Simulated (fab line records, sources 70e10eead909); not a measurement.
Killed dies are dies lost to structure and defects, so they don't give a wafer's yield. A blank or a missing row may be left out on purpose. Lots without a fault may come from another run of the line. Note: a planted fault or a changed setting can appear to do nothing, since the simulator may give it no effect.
Which tool was responsible?	flow nandHarc	13 lots with 39 wafers sampled at 6 steps, on a route of 1302 steps

== WHAT THE GAUGES SHOWED, per wafer ==
NHARC_A_ONON_D1_THK_MEAS_08: measures by ellipsometry. Usual: thkNm at 996 nm, with a standard deviation of 12.
lot	measured	on	thkNm (nm)	flag
L745	day 8 02:54	filmMetro-02	1000 1000 998	
L747	day 8 13:16	filmMetro-01	986 987 987	
L746	day 8 13:17	filmMetro-02	1012 1011 1011	
L748	day 8 22:35	filmMetro-02	992 989 994	
L749	day 9 15:13	filmMetro-02	1005 1006 1002	
L751	day 10 08:01	filmMetro-01	1002 1003 1001	
L752	day 10 18:28	filmMetro-02	980 979 979	
L753	day 11 04:31	filmMetro-01	990 991 993	
L754	day 11 10:31	filmMetro-02	1010 1010 1011	
L756	day 12 13:26	filmMetro-02	998 997 998	
L762	day 15 02:47	filmMetro-02	982 984 983	
L765	day 16 01:22	filmMetro-01	987 986 986	
L767	day 17 06:25	filmMetro-01	992 992 992	

NHARC_A_ONON_D1_THK_MEAS_14: measures by ellipsometry. Usual: thkNm at 1001 nm, with a standard deviation of 9.6.
lot	measured	on	thkNm (nm)	flag
L745	day 8 04:02	filmMetro-01	998 997 998	
L747	day 8 14:24	filmMetro-02	1005 1004 1007	
L746	day 8 14:26	filmMetro-01	993 993 993	
L748	day 8 23:43	filmMetro-01	1015 1013 1015	
L749	day 9 16:21	filmMetro-01	993 993 993	
L751	day 10 09:08	filmMetro-01	981 980 979	
L752	day 10 19:36	filmMetro-01	996 996 994	
L753	day 11 05:39	filmMetro-02	998 996 997	
L754	day 11 11:40	filmMetro-02	1011 1010 1009	
L756	day 12 14:35	filmMetro-01	1009 1008 1009	
L762	day 15 03:55	filmMetro-01	1010 1009 1009	
L765	day 16 02:31	filmMetro-02	1007 1008 1007	
L767	day 17 07:32	filmMetro-02	1005 1002 1005	

NHARC_A_CHANNEL_HOLE_D1_CD_MEAS_10 targets a cd of 100 nm. Usual: cdNm at 100.0 nm, with a standard deviation of 0.47.
lot	measured	on	cdNm (nm)	flag
L745	day 8 17:22	cdSem-02	100.8 100.4 99.8	
L747	day 9 10:41	cdSem-02	100.0 99.9 99.8	
L746	day 9 11:08	cdSem-01	99.0 99.2 99.7	
L748	day 9 14:48	cdSem-02	98.9 99.9 99.4	
L749	day 10 05:55	cdSem-01	99.9 99.8 100.6	
L751	day 10 22:37	cdSem-02	100.7 100.4 99.9	
L752	day 11 13:52	cdSem-01	100.6 100.2 100.9	
L753	day 11 21:35	cdSem-03	100.0 100.7 100.7	
L754	day 12 01:14	cdSem-02	99.8 100.2 100.4	
L756	day 13 04:00	cdSem-03	100.3 100.5 100.9	
L762	day 15 18:50	cdSem-01	101.4 101.3 101.0	
L765	day 16 20:27	cdSem-01	101.3 101.9 100.9	
L767	day 17 20:55	cdSem-02	99.5 100.3 99.5	

NHARC_END_SORT_01. Usual: killedAtArray 61, standard deviation 20; killedAtOther 0.9, standard deviation 1.1; killedAtPeriphery 3.7, standard deviation 2.5; killedDies 65, standard deviation 21; killedOpen 3.3, standard deviation 1.8; killedShort 2.3, standard deviation 1.5.
lot	measured	on	killedAtArray	killedAtOther	killedAtPeriphery	killedDies	killedOpen	killedShort	flag
L745	day 24 13:17	prober-02	41 53 41	0 1 1	1 0 1	42 54 43	3 3 0	0 1 1	
L747	day 25 06:08	prober-02	67 77 83	0 2 2	1 6 6	68 85 91	3 3 6	1 4 2	
L748	day 25 15:22	prober-01	44 40 42	1 0 0	1 9 5	46 49 47	1 4 2	3 3 1	
L751	day 27 09:38	prober-02	60 72 76	0 0 1	2 1 4	62 73 81	3 1 5	3 5 4	
L752	day 28 07:36	prober-01	75 55 69	2 0 1	0 3 1	77 58 71	1 2 3	3 1 3	
L756	day 29 03:21	prober-02	42 37 41	1 0 0	10 5 8	53 42 49	2 3 4	0 1 1	
L762	day 32 05:06	prober-01	53 59 55	2 1 0	1 6 1	56 66 56	3 4 4	3 3 3	

== TOOL THAT RAN EACH LOT (tool first, then ch and the chambers of the sampled wafers, then the start) ==
lot	NHARC_A_CHANNEL_HOLE_D1_DEVELOP_09	NHARC_A_CHANNEL_HOLE_D1_ETCH_19
L745	lithoTrack-01 ch 0, day 8 17:00	harEtch-01 ch 0, day 8 18:58
L747	lithoTrack-06 ch 0, day 9 10:00	harEtch-02 ch 0,1, day 9 12:17
L746	lithoTrack-06 ch 0, day 9 11:00	harEtch-01 ch 1, day 9 13:08
L748	lithoTrack-06 ch 0, day 9 14:00	harEtch-01 ch 0,1, day 9 21:26
L749	lithoTrack-01 ch 0, day 10 05:00	harEtch-01 ch 0,1, day 10 08:20
L751	lithoTrack-04 ch 0, day 10 22:00	harEtch-01 ch 0,1, day 10 23:59
L752	lithoTrack-01 ch 0, day 11 13:00	harEtch-01 ch 0,1, day 11 17:32
L753	lithoTrack-01 ch 0, day 11 21:00	harEtch-02 ch 1, day 11 22:56
L754	lithoTrack-01 ch 0, day 12 01:00	harEtch-02 ch 0,1, day 12 03:08
L756	lithoTrack-04 ch 0, day 13 03:00	harEtch-01 ch 0,1, day 13 05:43
L762	lithoTrack-01 ch 0, day 15 18:00	harEtch-01 ch 1, day 15 20:23
L765	lithoTrack-01 ch 0, day 16 20:00	harEtch-01 ch 0,1, day 17 00:43
L767	lithoTrack-06 ch 0, day 17 20:00	harEtch-01 ch 0,1, day 17 22:19
- NHARC_A_CHANNEL_HOLE_D1_DEVELOP_09: develop time 35 s.
- NHARC_A_CHANNEL_HOLE_D1_ETCH_19: etches the open film in C4F8/O2/Ar, time 34.5 s.

== AS READ BY THE TOOLS THEMSELVES (means over the sampled wafers that have a number; for cases with no such wafer, the mark the record gives instead) ==
NHARC_A_CHANNEL_HOLE_D1_ETCH_19. Usual: drypumpMotorCurrentA 6.06 A, standard deviation 0.23; showerheadPlenumPTorr 3.55 Torr, standard deviation 0.064; tempC -20.01 C, standard deviation 0.1; throttleValvePct 37.039 %, standard deviation 0.0091.
lot	tool	drypumpMotorCurrentA (A)	showerheadPlenumPTorr (Torr)	tempC (C)	throttleValvePct (%)	flag
L745	harEtch-01	6.23	3.68	-19.93	37.043	
L747	harEtch-02	5.77	3.54	-20.05	37.044	
L746	harEtch-01	6.24	3.54	-19.85	37.034	
L748	harEtch-01	6.25	3.58	-20.00	37.041	
L749	harEtch-01	6.24	3.57	-20.01	37.033	
L751	harEtch-01	6.25	3.62	-20.04	37.031	
L752	harEtch-01	6.24	3.61	-19.93	37.039	
L753	harEtch-02	5.81	3.51	-19.98	37.039	
L754	harEtch-02	5.76	3.52	-19.97	37.032	
L756	harEtch-01	6.25	3.55	-20.10	37.041	
L762	harEtch-01	6.25	3.49	-20.12	37.044	
L765	harEtch-01	6.23	3.52	-20.04	37.045	
L767	harEtch-01	6.26	3.52	-20.04	37.038	

== THE ANSWER, worked out from the rows above alone ==
Rule: take the mean of a lot's wafers that have a number; if it is more than 3 standard deviations from the usual mean, the lot is off. A lot without any number at a reading at which 4 lots or more have one is off too. The other lots that the step has rows for count as sound. Order of review: gauges by route order, followed by the tools' own readings, for which a lot's mean as printed above is used. At the first step where some lot is off, the reading lying furthest off is the one used; lots without a number count as furthest.
Nothing can be told from this: no lot is off at any reading shown.

== WHAT THE SIMULATOR HAD PUT IN ==
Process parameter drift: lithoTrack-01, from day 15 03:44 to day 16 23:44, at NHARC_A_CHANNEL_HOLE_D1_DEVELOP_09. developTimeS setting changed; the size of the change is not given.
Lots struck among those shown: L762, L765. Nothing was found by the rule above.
